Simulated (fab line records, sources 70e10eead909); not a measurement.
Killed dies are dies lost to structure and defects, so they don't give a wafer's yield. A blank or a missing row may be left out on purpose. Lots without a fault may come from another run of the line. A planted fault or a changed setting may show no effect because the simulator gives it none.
fab line records | flow nand_harc
record lots=14 wafers=42 last_day=24
route steps=1159 shown A_STAIRCASE@690 THIN_TSV@1120 END@1159
lots that met no fault: from a run of the same line without faults
start_h: hours from the record's first day to the start of the lot's first wafer shown | wait_h: hours since the lot's step before | " the same as in the row above | L1.1+2: a row that stands for several wafers | - no value, or no start given | * or withheld: withheld | < > ~ a bound
route shown NAME@n: a module of which the file shows steps, and the number in the route of the first | usual: mean/standard deviation of fault-free wafers | same: alike in all rows | chamber/n: place in a boat | sites: the reading at each site | _std_site: their standard deviation | _edge_site: outer sites' mean less inner sites' | radius_mm: how far each site lies from the wafer's centre | mask NAME#n: copy n | behind: the tool/chamber that last shaped the wafer | hold: why the lot was held/for how many hours/how that ended | device: the transistor (n, p or np) that didn't switch | end of line: the same wafers' tests at the end of the route | a step without rows: its recipe alone | killed: dies lost to structure and defects at the first sort, not the wafer's yield | map: a wafer's dies, x killed, . not, _ none there
set.NAME: the setting as run; set.NAME@STEP: as run at that earlier step | model.NAME: the simulator's own value behind a step, which no gauge read
steps of the route over a sample of lots; a table a step, a row a wafer
services: from which hour (start_h, from the record's first day; less than 0 if before it) a tool's chamber was out of use, for how many hours, and why
## steps
# step NHARC_A_STAIRCASE_STRIP_464
# recipe o2_flow_sccm=400 cos_flow_sccm=20 ar_flow_sccm=0 bias_w=0 chemistry=O2/COS
# columns lot.wafer tool chamber start_h wait_h
L932.5+4+6 rie_diel-10 1,3,0 258.61 -
L934.3+6+5 rie_diel-06 3,3,0 276.35 -
L935.4+2+1 rie_diel-10 3,0,1 278.44 -
L933.1+5+6 rie_diel-10 0,0,1 280.13 -
L936.4+5+6 rie_diel-02 3,0,1 282.15 -
L939.2+1+4 rie_diel-10 3,0,1 289.38 -
L940.4+6+5 rie_diel-10 3,0,1 314.98 -
L948.4+1+5 rie_diel-02 0,1,0 342.55 -
L945.1+6+5 rie_diel-06 0,3,0 343.01 -
L947.4+6+5 rie_diel-02 1,2,3 344.71 -
L950.2+1+5 rie_diel-10 1,3,1 364.78 -
L952.2+4+1 rie_diel-02 2,3,1 381.86 -
L954.1+2+6 rie_diel-10 3,0,0 382.90 -
L955.2+1+4 rie_diel-10 2,3,0 403.27 -
# step NHARC_THIN_TSV_ETCH_15
# recipe target_depth_a=30000 bosch_target_overetch_cycles=2 bosch_etch_step_s=2.8 bosch_dep_step_s=1.2 bosch_cycles=14
# usual drypump_motor_current_A=5.8/0.46
# columns lot.wafer tool chamber start_h wait_h drypump_motor_current_A rf_hours_counter_h
L932.4 rie_si-02 3 442.34 - 5.7 0.4
L932.5 " 1 " " 6.4 -
L932.6 " 2 " " 5.7 -
L934.3 rie_si-06 2 449.48 - 5.3 0.9
L934.5 " 1 " " 6.0 -
L934.6 " 2 " " 5.3 -
L935.2 rie_si-03 3 450.48 - 5.1 1.0
L935.1 " 0 " " 6.0 0.9
L935.4 " 2 " " 6.4 1.1
L933.1 rie_si-03 2 454.34 - 6.4 1.1
L933.6 " 2 " " 6.4 -
L933.5 " 3 " " 5.1 -
L939.1 rie_si-06 1 472.34 - 6.0 0.8
L939.4 " 3 " " 5.8 0.9
L939.2 " 0 " " 5.8 0.9
L936.4 rie_si-03 3 473.71 - 5.0 1.2
L936.6 " 2 " " 6.4 -
L936.5 " 3 " " 5.1 -
L940.4 rie_si-06 1 486.70 - 6.0 0.9
L940.6 " 1 " " 6.0 -
L940.5 " 2 " " 5.3 -
L945.1 rie_si-06 1 497.28 - 6.0 1.1
L945.6 " 1 " " 6.0 -
L945.5 " 2 " " 5.2 -
L947.4 rie_si-03 1 498.62 - 6.2 -
L947.6 " 2 " " 6.4 -
L947.5 " 0 " " 6.0 -
L948.1 rie_si-06 2 525.29 - 5.3 1.6
L948.4 " 3 " " 5.7 1.3
L948.5 " 3 " " 5.7 -
L950.1 rie_si-02 1 532.38 - 6.4 1.1
L950.2 " 2 " " 5.7 1.2
L950.5 " 1 " " 6.4 -
L954.2 rie_si-06 0 546.28 - 5.8 0.0
L954.1 " 1 " " 6.0 0.0
L954.6 " 1 " " 6.0 -
L952.4 rie_si-02 1 553.68 - 6.4 1.2
L952.1 " 2 " " 5.7 1.4
L952.2 " 3 " " 5.7 1.4
L955.2 rie_si-02 3 560.56 - 5.7 1.5
L955.4 " 1 " " 6.3 1.3
L955.1 " 2 " " 5.7 1.5
# step NHARC_THIN_TSV_STRIP_45
# recipe power_w=1500 temp_c=250 chemistry=O2
# usual drypump_motor_current_A=5.5/0.44 heater_power_w=320/52 rf_refl_power_W=18/5.4 temp_c=249.99/0.18
# columns lot.wafer tool chamber start_h wait_h drypump_motor_current_A heater_power_w rf_hours_counter_h rf_refl_power_W temp_c
L932.4 plasma_asher-01 0 443.19 0.7 5.9 376 - 16 250.26
L932.5 " 1 " " 4.9 265 - 23 249.79
L932.6 " 0 " " 5.9 372 - 16 249.60
L934.3 plasma_asher-01 0 449.83 0.2 5.9 380 - 16 249.81
L934.5 " 1 " " 4.9 260 - 23 249.76
L934.6 " 0 " " 5.9 385 - 16 249.68
L935.1 plasma_asher-01 0 450.69 0.1 5.9 383 59 17 250.30
L935.2 " 1 " " 4.9 269 59 24 250.33
L935.4 " 1 " " 4.9 267 - 24 250.15
L933.1 plasma_asher-02 1 455.04 0.5 5.5 329 28 21 250.02
L933.6 " 1 " " 5.6 336 - 21 249.95
L933.5 " 0 " " 6.0 298 - 7 250.06
L939.1 plasma_asher-02 0 472.56 0.1 5.9 301 36 7 250.03
L939.2 " 1 " " 5.6 335 36 21 249.84
L939.4 " 0 " " 6.0 303 - 7 249.80
L936.4 plasma_asher-02 1 474.06 0.2 5.6 322 - - 249.83
L936.6 " 0 " " 6.0 301 - - 250.36
L936.5 " 1 " " 5.6 332 - - 250.02
L940.4 plasma_asher-01 0 487.01 0.2 5.9 378 - - 249.96
L940.6 " 0 " " 5.9 388 - - 250.19
L940.5 " 1 " " 4.9 263 - - 249.90
L945.1 plasma_asher-01 1 497.54 0.1 4.9 260 13 24 249.80
L945.6 " 0 " " 5.9 383 - 16 249.90
L945.5 " 1 " " 4.9 251 - 23 249.62
L947.4 plasma_asher-02 0 498.91 0.2 6.0 301 - - 249.87
L947.5 " 0 " " 6.0 302 - - 249.80
L947.6 " 1 " " 5.6 327 - - 249.85
L948.1 plasma_asher-01 1 525.51 0.1 5.0 260 19 - 250.23
L948.4 " 0 " " 5.9 385 - - 249.87
L948.5 " 0 " " 5.9 376 - - 249.78
L950.1 plasma_asher-01 0 532.59 0.1 5.9 389 23 16 250.09
L950.2 " 1 " " 5.0 253 23 23 250.13
L950.5 " 1 " " 4.9 266 - 24 249.93
L954.2 plasma_asher-01 1 546.92 0.5 4.9 251 35 - 250.07
L954.1 " 0 " " 5.9 379 35 - 250.03
L954.6 " 0 " " 5.9 381 - - 250.04
L952.1 plasma_asher-01 0 553.91 0.1 5.9 392 39 - 249.92
L952.2 " 1 " " 4.9 264 39 - 250.16
L952.4 " 0 " " 5.9 382 - - 250.01
L955.1 plasma_asher-02 1 560.78 0.1 5.6 347 7 - 250.07
L955.2 " 0 " " 6.0 300 7 - 250.29
L955.4 " 1 " " 5.5 349 - - 250.27
# step NHARC_THIN_TSV_DEGAS_53
# recipe temp_c=300 time_s=60
# usual heater_power_w=456/51
# same time_s=60
# columns lot.wafer tool chamber start_h wait_h heater_power_w
L932.4 pvd_sputter-02 - 446.78 0.1 543
L932.5 " - " " 559
L932.6 " - " " 427
L934.3 pvd_sputter-03 - 453.43 0.1 418
L934.5 " - " " 407
L934.6 " - " " 543
L935.2 pvd_sputter-02 - 454.54 0.1 555
L935.1 " - " " 426
L935.4 " - " " 500
L933.1 pvd_sputter-01 - 459.66 0.1 456
L933.6 " - " " 386
L933.5 " - " " 425
L939.4 pvd_sputter-03 - 476.70 0.1 398
L939.2 " - " " 393
L939.1 " - " " 505
L936.4 pvd_sputter-02 - 477.73 0.1 552
L936.5 " - " " 471
L936.6 " - " " 553
L940.4 pvd_sputter-02 - 490.65 0.1 538
L940.6 " - " " 499
L940.5 " - " " 459
L945.1 pvd_sputter-03 - 501.30 0.1 396
L945.6 " - " " 397
L945.5 " - " " 389
L947.4 pvd_sputter-02 - 502.67 0.1 497
L947.6 " - " " 446
L947.5 " - " " 490
L948.4 pvd_sputter-02 - 529.78 0.1 430
L948.1 " - " " 458
L948.5 " - " " 432
L950.1 pvd_sputter-01 - 537.06 0.1 393
L950.2 " - " " 470
L950.5 " - " " 438
L954.2 pvd_sputter-02 - 550.63 0.1 486
L954.1 " - " " 559
L954.6 " - " " 459
L952.2 pvd_sputter-03 - 557.63 0.1 523
L952.4 " - " " 486
L952.1 " - " " 389
L955.4 pvd_sputter-02 - 564.50 0.1 445
L955.2 " - " " 468
L955.1 " - " " 557
# step NHARC_END_SORT_01
# recipe temp_c=25
# usual killed_at_array=28/10 killed_at_other=0.5/0.82 killed_at_periphery=3.4/2.2 killed_dies=31/10 killed_open=3.4/1.9 killed_short=1.9/1.3
# same gross_dies=677
# columns lot.wafer tool chamber start_h wait_h killed_at_array killed_at_other killed_at_periphery killed_dies killed_open killed_short
L939.1 prober-02 0 486.66 2.5 97 2 2 101 4 2
L939.2 prober-02 0 487.47 2.8 70 1 2 73 5 1
L939.4 prober-02 0 489.09 3.4 91 1 1 93 2 4
L940.4 prober-01 0 501.82 3.4 69 0 2 71 1 1
L940.5 prober-01 0 502.62 3.7 93 2 3 98 2 2
L940.6 prober-01 0 503.42 4.0 102 1 0 103 2 2
L945.1 prober-01 0 515.40 2.5 17 0 4 21 3 1
L945.5 prober-01 0 518.63 3.7 31 0 5 36 0 2
L945.6 prober-01 0 519.44 4.0 24 1 4 29 4 2
L947.4 prober-01 0 525.59 3.4 18 0 4 22 6 1
L947.5 prober-01 0 526.38 3.7 16 0 1 17 3 3
L947.6 prober-01 0 527.17 4.0 16 0 4 20 7 1
L948.1 prober-02 0 539.58 2.5 38 0 3 41 9 2
L948.4 prober-02 0 542.01 3.4 33 0 2 35 4 2
L948.5 prober-02 0 542.82 3.7 29 1 2 32 2 4
# killed by level:class
L939.1 A_STAIRCASE:unspecified=75 A_CHANNEL_HOLE_D1:chamber_film_flake=11 A_CHANNEL_FILL_D1:chamber_film_flake=2 A_STAIRCASE:chamber_film_flake=2 A_CONTACT:chamber_film_flake=2 THIN_TSV:chamber_film_flake=2 P_M0:geometric_particle:open=1 P_M1:geometric_particle:open=1
L939.2 A_STAIRCASE:unspecified=48 A_CHANNEL_HOLE_D1:chamber_film_flake=11 A_CONTACT:chamber_film_flake=4 P_GATE:geometric_particle:open=1 P_M0:geometric_particle:open=1 A_ONON_D1:geometric_particle:short=1 A_STAIRCASE:geometric_particle:open=1 A_WL_FILL:geometric_particle:open=1
L939.4 A_STAIRCASE:unspecified=69 A_CHANNEL_HOLE_D1:chamber_film_flake=10 A_ONON_D1:geometric_particle:short=3 A_CHANNEL_FILL_D1:chamber_film_flake=3 A_CONTACT:chamber_film_flake=2 P_STI:geometric_particle:short=1 A_CHANNEL_HOLE_D1:geometric_particle:open=1 A_M0:geometric_particle:open=1
L940.4 A_STAIRCASE:unspecified=51 A_SLIT:chamber_film_flake=7 A_STAIRCASE:chamber_film_flake=4 A_CHANNEL_HOLE_D1:chamber_film_flake=3 P_M0:geometric_particle:open=1 A_M0:geometric_particle:short=1 P_ZERO_WELL:chamber_film_flake=1 A_CHANNEL_FILL_D1:chamber_film_flake=1
L940.5 A_STAIRCASE:unspecified=77 A_SLIT:chamber_film_flake=5 A_CHANNEL_HOLE_D1:chamber_film_flake=3 A_M1:chamber_film_flake=3 P_M0:geometric_particle:open=1 A_WL_FILL:geometric_particle:short=1 A_CONTACT:geometric_particle:open=1 P_ZERO_WELL:chamber_film_flake=1
L940.6 A_STAIRCASE:unspecified=76 A_SLIT:chamber_film_flake=15 A_CHANNEL_HOLE_D1:chamber_film_flake=3 A_STAIRCASE:chamber_film_flake=2 A_WL_FILL:chamber_film_flake=2 A_CHANNEL_FILL_D1:geometric_particle:open=1 A_CHANNEL_FILL_D1:geometric_particle:short=1 A_M0:geometric_particle:open=1
L945.1 A_SLIT:chamber_film_flake=8 A_CONTACT:chamber_film_flake=3 A_CHANNEL_HOLE_D1:chamber_film_flake=2 A_STAIRCASE:chamber_film_flake=2 P_M0:geometric_particle:open=1 P_M2:geometric_particle:short=1 A_ONON_D1:geometric_particle:open=1 A_CHANNEL_HOLE_D1:geometric_particle:open=1
L945.5 A_SLIT:chamber_film_flake=18 P_CONTACT:chamber_film_flake=4 A_CHANNEL_HOLE_D1:chamber_film_flake=4 A_STAIRCASE:chamber_film_flake=4 A_CONTACT:chamber_film_flake=3 A_CHANNEL_FILL_D1:geometric_particle:short=1 A_SGD_CUT:geometric_particle:short=1 P_STI:chamber_film_flake=1
L945.6 A_STAIRCASE:chamber_film_flake=6 A_SLIT:chamber_film_flake=6 A_CHANNEL_HOLE_D1:chamber_film_flake=5 P_CONTACT:chamber_film_flake=3 A_M0:geometric_particle:open=2 A_CONTACT:chamber_film_flake=2 A_ONON_D1:geometric_particle:open=1 A_SGD_CUT:geometric_particle:short=1
L947.4 A_CHANNEL_HOLE_D1:chamber_film_flake=9 A_CONTACT:geometric_particle:open=2 A_STAIRCASE:chamber_film_flake=2 P_GATE:geometric_particle:short=1 P_M0:geometric_particle:open=1 A_ONON_D1:geometric_particle:open=1 A_WL_FILL:geometric_particle:open=1 A_M0:geometric_particle:open=1
L947.5 A_CHANNEL_HOLE_D1:chamber_film_flake=3 A_CONTACT:chamber_film_flake=3 A_WL_FILL:geometric_particle:short=2 A_SLIT:chamber_film_flake=2 P_GATE:geometric_particle:open=1 A_SOURCE_PLATE:geometric_particle:open=1 A_CHANNEL_FILL_D1:geometric_particle:short=1 A_BLC:geometric_particle:open=1
L947.6 A_CHANNEL_HOLE_D1:chamber_film_flake=5 P_CONTACT:geometric_particle:open=2 A_M0:geometric_particle:open=2 P_GATE:chamber_film_flake=2 A_CONTACT:chamber_film_flake=2 A_ONON_D1:geometric_particle:short=1 A_ONON_D1:geometric_particle:open=1 A_WL_FILL:geometric_particle:open=1
L948.1 A_CHANNEL_HOLE_D1:chamber_film_flake=19 A_CONTACT:chamber_film_flake=5 A_STAIRCASE:chamber_film_flake=4 P_CONTACT:geometric_particle:open=2 A_WL_FILL:geometric_particle:open=2 A_M0:geometric_particle:open=2 A_CHANNEL_HOLE_D1:geometric_particle:short=1 A_CHANNEL_FILL_D1:geometric_particle:open=1
L948.4 A_CHANNEL_HOLE_D1:chamber_film_flake=20 A_CONTACT:geometric_particle:open=3 A_CONTACT:chamber_film_flake=3 A_WL_FILL:chamber_film_flake=2 A_BLC:chamber_film_flake=2 P_STI:geometric_particle:short=1 A_WL_FILL:geometric_particle:short=1 A_M0:geometric_particle:open=1
L948.5 A_CHANNEL_HOLE_D1:chamber_film_flake=17 A_WL_FILL:geometric_particle:short=4 A_STAIRCASE:chamber_film_flake=2 A_CONTACT:chamber_film_flake=2 A_BLC:chamber_film_flake=2 P_GATE:geometric_particle:open=1 A_M0:geometric_particle:open=1 P_STI:chamber_film_flake=1
## services
# columns tool chamber start_h hours kind
rie_si-06 0 249.21 3.3 repair
plasma_asher-01 - 264.76 2.6 repair
plasma_asher-01 - 276.00 9.0 pm
rie_si-06 - 298.27 1.1 repair
rie_diel-10 - 310.41 0.8 repair
rie_diel-10 - 353.53 9.0 pm
rie_si-06 - 360.00 9.0 pm
plasma_asher-02 - 360.52 9.0 pm
pvd_sputter-02 - 366.57 6.8 repair
rie_diel-10 3 367.24 13.3 repair
rie_si-06 1 376.38 15.0 repair
rie_diel-10 1 386.81 5.0 repair
pvd_sputter-02 - 392.01 10.0 pm
plasma_asher-02 - 397.14 4.5 repair
rie_diel-10 0 438.69 3.4 repair
rie_si-06 - 449.67 0.2 repair
plasma_asher-01 - 453.00 9.0 pm
pvd_sputter-02 - 467.32 1.1 repair
rie_diel-10 2 475.35 13.3 repair
rie_diel-10 0 483.06 3.2 repair
rie_si-06 1 509.19 8.4 repair
rie_diel-10 - 530.53 9.0 pm
rie_si-06 - 537.00 9.0 pm
rie_si-06 2 552.42 7.4 repair
## key
first_sign step=NHARC_END_SORT_01 reading=killed_at_array direction=up sigmas=5.8 usual=28 struck=87
effect step=NHARC_END_SORT_01 reading=killed_dies direction=up sigmas=5.7 usual=31 struck=90
more_kills_born_at NHARC_A_STAIRCASE_STRIP_464@rie_diel-10=394
met_at NHARC_A_STAIRCASE_STRIP_464
struck_lots L939,L940
tester_left_out L939,L940
not_acting_at NHARC_THIN_TSV_ETCH_15,NHARC_THIN_TSV_STRIP_45,NHARC_THIN_TSV_DEGAS_53
onset_between 280.13 289.38
fault kind=chamber_particle_source tool=rie_diel-10 chamber=- onset_h=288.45 steps=NHARC_A_STAIRCASE_STRIP_464 rate_per_visit_cm2=1.8721 end_h=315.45
# tester_left_out: of these lots the tester's yield and bins aren't shown, on N5 and GAA mostly nor the transistor test; their killed dies are dies lost to structure and defects alone, not to doping, threshold or leakage, so they don't give the yield
